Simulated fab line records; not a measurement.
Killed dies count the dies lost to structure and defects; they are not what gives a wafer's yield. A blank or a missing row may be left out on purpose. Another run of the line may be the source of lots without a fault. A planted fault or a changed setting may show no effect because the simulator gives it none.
The tool behind it: which one? | flow n5-finfet | 14 lots, 42 wafers sampled, at 6 steps of a route of 1938

## WHAT EACH GAUGE READ, for each wafer
N5_BEOL_M5_OVL_MEAS_12.
lot  | measured     | on         | M5_OVL (nm)
L998 | day 8 11:20  | overlay-02 | 0.2 0.0 -0.3
L997 | day 8 11:30  | overlay-01 | -2.4 -1.7 -2.1
L999 | day 8 12:24  | overlay-02 | -0.4 -0.7 0.1
L102 | day 9 05:28  | overlay-01 | -1.3 -1.1 0.1
L103 | day 9 11:10  | overlay-02 | -1.0 -0.5 -1.1
L111 | day 11 05:42 | overlay-01 | -1.6 -0.9 -0.7
L110 | day 11 10:46 | overlay-01 | 0.2 -0.2 1.1
L112 | day 11 21:16 | overlay-01 | -0.9 -0.7 -0.5
L114 | day 12 11:11 | overlay-01 | -1.0 -0.3 -0.9
L115 | day 12 13:56 | overlay-02 | -0.4 0.3 -0.3
L117 | day 13 01:24 | overlay-01 | -0.4 0.2 -0.4
L116 | day 13 01:47 | overlay-02 | -0.6 -0.9 -1.2
L119 | day 14 00:02 | overlay-02 | -1.6 -0.9 -0.2
L120 | day 14 01:08 | overlay-01 | -0.4 -1.0 -1.8

N5_BEOL_M5_CD_MEAS_18: pitch 56 nm, target cd 28 nm.
lot  | measured     | on        | cd-nm (nm)
L998 | day 8 11:52  | cd-sem-01 | 28.05 28.01 28.08
L997 | day 8 12:16  | cd-sem-03 | 28.20 27.95 28.11
L999 | day 8 12:55  | cd-sem-02 | 28.22 28.00 28.13
L102 | day 9 05:59  | cd-sem-01 | - - -
L103 | day 9 11:53  | cd-sem-02 | - - -
L111 | day 11 06:44 | cd-sem-03 | 28.06 27.96 28.18
L110 | day 11 11:17 | cd-sem-03 | 27.54 27.84 27.79
L112 | day 11 21:52 | cd-sem-01 | 28.22 28.18 28.64
L114 | day 12 11:43 | cd-sem-03 | 27.73 28.22 28.18
L115 | day 12 14:28 | cd-sem-03 | 27.72 27.97 27.70
L117 | day 13 01:56 | cd-sem-01 | 28.12 28.26 28.34
L116 | day 13 02:20 | cd-sem-02 | 28.10 28.25 27.89
L119 | day 14 00:34 | cd-sem-01 | 28.14 28.12 27.97
L120 | day 14 02:00 | cd-sem-02 | 28.43 27.64 28.11

## TOOL THAT RAN EACH LOT (tool first, then ch and the chambers of the sampled wafers, then the start)
lot  | N5_BEOL_M4_PRE_CLEAN_60          | N5_BEOL_M5_ETCH_72                 | N5_BEOL_M5_ETCH_62                 | N5_BEOL_M5_HM_OPEN_17
L998 | cvd-co-02 ch 0,1,2, day 8 07:49  | rie-diel-01 ch 1,2, day 8 11:28    | rie-diel-01 ch 1,2, day 8 11:31    | rie-metal-03 ch 0,1, day 8 11:43
L997 | cvd-co-01 ch 0, day 8 08:13      | rie-diel-06 ch 0,1,3, day 8 11:37  | rie-diel-06 ch 0,1,3, day 8 11:40  | rie-metal-02 ch 0,1, day 8 12:05
L999 | cvd-co-02 ch 0,1, day 8 10:04    | rie-diel-06 ch 0,3, day 8 12:31    | rie-diel-06 ch 0,3, day 8 12:34    | rie-metal-03 ch 0,1, day 8 12:45
L102 | cvd-co-01 ch 0,1,2, day 9 02:57  | rie-diel-06 ch 0,2,3, day 9 05:35  | rie-diel-06 ch 0,2,3, day 9 05:38  | rie-metal-03 ch 0,1, day 9 05:48
L103 | cvd-co-01 ch 0,1, day 9 07:40    | rie-diel-01 ch 0,2,3, day 9 11:18  | rie-diel-01 ch 0,2,3, day 9 11:20  | rie-metal-01 ch 1, day 9 11:31
L111 | cvd-co-02 ch 0,1,2, day 11 02:52 | rie-diel-06 ch 0,2,3, day 11 06:15 | rie-diel-06 ch 0,2,3, day 11 06:18 | rie-metal-01 ch 0,1, day 11 06:28
L110 | cvd-co-01 ch 0,2, day 11 06:39   | rie-diel-01 ch 0,1,3, day 11 10:53 | rie-diel-01 ch 0,1,3, day 11 10:56 | rie-metal-03 ch 0,1, day 11 11:06
L112 | cvd-co-01 ch 0,2, day 11 18:17   | rie-diel-06 ch 0,1,2, day 11 21:23 | rie-diel-06 ch 0,1,2, day 11 21:26 | rie-metal-02 ch 1, day 11 21:40
L114 | cvd-co-02 ch 0,2, day 12 06:53   | rie-diel-01 ch 0,2,3, day 12 11:19 | rie-diel-01 ch 0,2,3, day 12 11:22 | rie-metal-03 ch 0,1, day 12 11:32
L115 | cvd-co-01 ch 0,2, day 12 10:58   | rie-diel-03 ch 0,1,2, day 12 14:04 | rie-diel-03 ch 0,1,2, day 12 14:07 | rie-metal-03 ch 0,1, day 12 14:17
L117 | cvd-co-01 ch 0,1,2, day 12 22:37 | rie-diel-06 ch 1,2,3, day 13 01:32 | rie-diel-06 ch 1,2,3, day 13 01:35 | rie-metal-03 ch 0,1, day 13 01:45
L116 | cvd-co-01 ch 1,2, day 12 22:55   | rie-diel-06 ch 0,2, day 13 01:55   | rie-diel-06 ch 0,2, day 13 01:58   | rie-metal-02 ch 0,1, day 13 02:08
L119 | cvd-co-02 ch 0,1, day 13 20:37   | rie-diel-03 ch 0,1,3, day 14 00:10 | rie-diel-03 ch 0,1,3, day 14 00:12 | rie-metal-03 ch 0,1, day 14 00:24
L120 | cvd-co-02 ch 0,1,2, day 13 22:13 | rie-diel-03 ch 0,1, day 14 01:35   | rie-diel-03 ch 0,1, day 14 01:38   | rie-metal-02 ch 0,1, day 14 01:50
- N5_BEOL_M4_PRE_CLEAN_60: time 15 s.
- N5_BEOL_M5_ETCH_72: etches underlayer in N2/H2, target depth 6.5 nm, time 5.2 s.
- N5_BEOL_M5_ETCH_62: etches SOC in N2/H2, target depth 75 nm, overetch 15 nm, time 112.5 s.
- N5_BEOL_M5_HM_OPEN_17: chemistry Cl2/BCl3, target TiN, target depth 20 nm, overetch 6 nm.

## AS READ BY THE TOOLS THEMSELVES (means over the sampled wafers that have a number; for cases with no such wafer, the mark the record gives instead)
N5_BEOL_M4_PRE_CLEAN_60.
lot  | tool      | heater-power-w (W) | rf-fwd-power-W (W)
L998 | cvd-co-02 | 77                 | 298.2
L997 | cvd-co-01 | 42                 | 295.3
L999 | cvd-co-02 | 71                 | 298.5
L102 | cvd-co-01 | 71                 | 297.0
L103 | cvd-co-01 | 63                 | 297.3
L111 | cvd-co-02 | 75                 | 296.9
L110 | cvd-co-01 | 83                 | 296.4
L112 | cvd-co-01 | 80                 | 295.2
L114 | cvd-co-02 | 91                 | 298.2
L115 | cvd-co-01 | 62                 | 296.5
L117 | cvd-co-01 | 73                 | 295.4
L116 | cvd-co-01 | 90                 | 296.7
L119 | cvd-co-02 | 64                 | 297.5
L120 | cvd-co-02 | 77                 | 297.5

N5_BEOL_M5_ETCH_72.
lot  | tool        | bias-w (W) | chamber-pressure-mTorr (mTorr) | drypump-motor-current-A (A) | etch-rf-on-time-s (s) | oes-product-au (a.u.) | rf-fwd-power-W (W) | rf-vpp-V (V) | showerhead-plenum-p-Torr (Torr) | throttle-valve-pct (%)
L998 | rie-diel-01 | 149.8      | 30.02                          | 5.1                         | 5.15                  | 0.70                  | 817.3              | 527.0        | 2.68                            | 17.8
L997 | rie-diel-06 | 150.1      | 29.99                          | 5.7                         | 5.08                  | 0.78                  | 817.4              | 527.0        | 2.63                            | 17.4
L999 | rie-diel-06 | 150.6      | 29.99                          | 5.8                         | 5.06                  | 0.77                  | 819.1              | 526.6        | 2.63                            | 17.3
L102 | rie-diel-06 | 150.0      | 30.00                          | 5.9                         | 5.19                  | 0.71                  | 819.3              | 525.4        | 2.56                            | 17.7
L103 | rie-diel-01 | 149.9      | 30.00                          | 5.9                         | 5.17                  | 0.65                  | 819.5              | 524.8        | 2.57                            | 17.8
L111 | rie-diel-06 | 150.1      | 30.04                          | 5.9                         | 5.12                  | 0.69                  | 819.1              | 524.4        | 2.56                            | 17.7
L110 | rie-diel-01 | 149.7      | 30.00                          | 5.8                         | 5.16                  | 0.68                  | 820.0              | 524.8        | 2.60                            | 17.7
L112 | rie-diel-06 | 150.0      | 30.06                          | 5.8                         | 5.14                  | 0.69                  | 819.4              | 523.8        | 2.55                            | 17.8
L114 | rie-diel-01 | 150.4      | 30.00                          | 5.9                         | 5.10                  | 0.73                  | 820.1              | 525.0        | 2.56                            | 17.7
L115 | rie-diel-03 | 149.8      | 29.97                          | 5.7                         | 5.25                  | 0.61                  | 819.0              | 526.0        | 2.62                            | 17.9
L117 | rie-diel-06 | 150.1      | 29.98                          | 6.2                         | 5.14                  | 0.69                  | 817.3              | 522.5        | 2.52                            | 17.8
L116 | rie-diel-06 | 150.2      | 29.99                          | 5.9                         | 5.28                  | 0.62                  | 820.6              | 522.1        | 2.49                            | 18.2
L119 | rie-diel-03 | 149.6      | 29.98                          | 5.6                         | 5.24                  | 0.65                  | 820.6              | 526.4        | 2.61                            | 17.8
L120 | rie-diel-03 | 149.6      | 29.99                          | 5.5                         | 5.19                  | 0.60                  | 820.7              | 525.9        | 2.62                            | 17.7

N5_BEOL_M5_ETCH_62.
lot  | tool        | bias-w (W) | chamber-pressure-mTorr (mTorr) | drypump-motor-current-A (A) | oes-product-au (a.u.) | rf-fwd-power-W (W) | rf-vpp-V (V) | showerhead-plenum-p-Torr (Torr) | throttle-valve-pct (%)
L998 | rie-diel-01 | 150.2      | 29.989                         | 5.1                         | 0.64                  | 838.7              | 527.9        | 2.68                            | 17.7
L997 | rie-diel-06 | 150.2      | 29.997                         | 5.7                         | 0.71                  | 834.0              | 526.5        | 2.63                            | 17.4
L999 | rie-diel-06 | 150.7      | 29.996                         | 5.8                         | 0.71                  | 837.0              | 526.6        | 2.63                            | 17.3
L102 | rie-diel-06 | -          | -                              | -                           | -                     | -                  | -            | -                               | -
L103 | rie-diel-01 | -          | -                              | -                           | -                     | -                  | -            | -                               | -
L111 | rie-diel-06 | 149.7      | 30.000                         | 5.9                         | 0.63                  | 834.4              | 524.2        | 2.56                            | 17.7
L110 | rie-diel-01 | 149.8      | 30.018                         | 5.8                         | 0.63                  | 838.8              | 524.8        | 2.60                            | 17.6
L112 | rie-diel-06 | 150.0      | 30.016                         | 5.8                         | 0.64                  | 832.9              | 523.9        | 2.55                            | 17.8
L114 | rie-diel-01 | 150.2      | 30.013                         | 6.0                         | 0.67                  | 836.6              | 524.8        | 2.56                            | 17.7
L115 | rie-diel-03 | 149.7      | 29.980                         | 5.7                         | 0.56                  | 840.2              | 526.2        | 2.62                            | 17.8
L117 | rie-diel-06 | 150.2      | 30.003                         | 6.2                         | 0.64                  | 836.2              | 523.3        | 2.52                            | 17.7
L116 | rie-diel-06 | 150.6      | 29.981                         | 5.9                         | 0.58                  | 837.3              | 522.1        | 2.49                            | 18.1
L119 | rie-diel-03 | 149.8      | 30.001                         | 5.6                         | 0.60                  | 833.1              | 525.5        | 2.61                            | 17.8
L120 | rie-diel-03 | 149.5      | 29.980                         | 5.5                         | 0.56                  | 832.6              | 526.0        | 2.62                            | 17.7

N5_BEOL_M5_HM_OPEN_17.
lot  | tool         | bias-w (W) | drypump-motor-current-A (A) | he-backside-leak-sccm (sccm) | oes-product-au (a.u.) | rf-fwd-power-W (W) | throttle-valve-pct (%)
L998 | rie-metal-03 | 125.8      | 6.0                         | 3.2                          | 0.70                  | 997                | 21.98
L997 | rie-metal-02 | 126.4      | 5.4                         | 3.3                          | 0.61                  | 992                | 22.42
L999 | rie-metal-03 | 126.0      | 5.5                         | 3.4                          | 0.69                  | 994                | 22.08
L102 | rie-metal-03 | 125.5      | 5.5                         | 3.6                          | 0.30                  | 999                | 22.74
L103 | rie-metal-01 | 126.4      | 5.9                         | 3.3                          | 0.36                  | 993                | 22.66
L111 | rie-metal-01 | 126.3      | 5.8                         | 3.3                          | 0.78                  | 992                | 21.91
L110 | rie-metal-03 | 125.5      | 5.5                         | 3.3                          | 0.67                  | 996                | 22.10
L112 | rie-metal-02 | 125.9      | 5.7                         | 3.4                          | 0.64                  | 993                | 22.37
L114 | rie-metal-03 | 125.8      | 6.0                         | 3.4                          | 0.69                  | 998                | 21.99
L115 | rie-metal-03 | 126.4      | 5.6                         | 3.6                          | 0.67                  | 994                | 22.09
L117 | rie-metal-03 | 126.1      | 5.5                         | 3.4                          | 0.67                  | 992                | 22.09
L116 | rie-metal-02 | 126.0      | 5.2                         | 3.3                          | 0.74                  | 994                | 22.33
L119 | rie-metal-03 | 125.7      | 6.0                         | 3.1                          | 0.69                  | 995                | 22.00
L120 | rie-metal-02 | 126.4      | 5.2                         | 3.1                          | 0.74                  | 994                | 22.31

## THE ANSWER, worked out from the rows above alone
Rule: what is usual is taken from the lots themselves. Put in order of their means at a reading, lots are off if they are a third of the lots or fewer, leave a main group of 4 or more, and stand apart from it by a gap of 3 or more times the standard deviation of the main group's means; of several such gaps the widest counts. If all means in a main group match to the digits the tables above print for the reading, that group is not used. A lot without any number at a reading at which 4 lots or more have one is off too. Where the step has rows for the other lots, those lots are counted as sound. First the gauges in route order, then the tools' own readings, where a lot's mean is used as printed above. At the first step where some lot is off, the reading lying furthest off is the one used; lots without a number count as furthest.
Off: L102, L103 (N5_BEOL_M5_CD_MEAS_18, cd-nm). Without a number there: L102, L103. The main group has a mean of 28.06 nm with a standard deviation of 0.16.
A tool fits if, at a process step before that reading, it ran every lot that is off, and no sound lot after the first of them. Not tried: the gauges at N5_BEOL_M5_CD_MEAS_18; whatever is off there is also off at N5_BEOL_M5_ETCH_62, on other tools, and gauge error can't account for it. Not one of the candidates tried fits.

## WHAT WAS PUT IN BY THE SIMULATOR
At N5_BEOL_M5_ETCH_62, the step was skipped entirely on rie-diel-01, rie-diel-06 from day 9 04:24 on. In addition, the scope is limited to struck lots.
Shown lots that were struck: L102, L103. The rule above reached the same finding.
